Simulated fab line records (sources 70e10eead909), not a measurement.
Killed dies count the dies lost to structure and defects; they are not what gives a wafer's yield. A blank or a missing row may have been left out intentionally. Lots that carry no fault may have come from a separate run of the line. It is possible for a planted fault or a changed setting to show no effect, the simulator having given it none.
Matching of chambers ; flow nandHarc ; NHARC_A_STAIRCASE_TRIM_187 on rieDiel-04 has 4 sister chambers
The step chemistry O2, time 211.2 s. 4 wafers are shown with their chamber, then 8 later ones without.

== WAFERS WITH THEIR CHAMBER ==
wafer;chamber;showerheadPlenumPTorr (Torr)
L081.4;2;3.60
L084.2;1;3.36
L084.5;3;3.27
L085.3;0;3.44

== WAFERS WHOSE CHAMBER IS MISSING ==
wafer;showerheadPlenumPTorr (Torr)
L085.4;3.60
L085.6;3.60
L086.2;3.80
L086.4;3.60
L086.5;3.60
L096.1;3.79
L096.3;3.43
L096.5;3.79

== EACH ONE'S CHAMBER ==
wafer;from the rows above;in truth
L085.4;can't be placed: 2 or 0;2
L085.6;can't be placed: 2 or 0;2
L086.2;can't be placed: 2 or 0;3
L086.4;can't be placed: 2 or 0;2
L086.5;can't be placed: 2 or 0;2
L096.1;can't be placed: 2 or 0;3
L096.3;can't be placed: 0 or 1 or 3 or 2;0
L096.5;can't be placed: 2 or 0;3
Placed correctly: 0 of 8. Unplaceable from these rows: 8, with the true chamber sitting among the candidates in 5. Number placed wrongly: 0.
How it was worked out, from the rows above alone: a wafer's distance from a chamber is the root of the sum, over the readings, of the square of ((its reading less the chamber's mean) divided by the reading's scatter). The wafer belongs to the nearest chamber; if the next one is less than 2 further off, it can't be placed. The mean given for a chamber averages the wafers shown for that chamber. The scatter (one wafer shown for each chamber): square how far every hidden wafer sits from the nearest shown wafer, average those squares and take the square root.
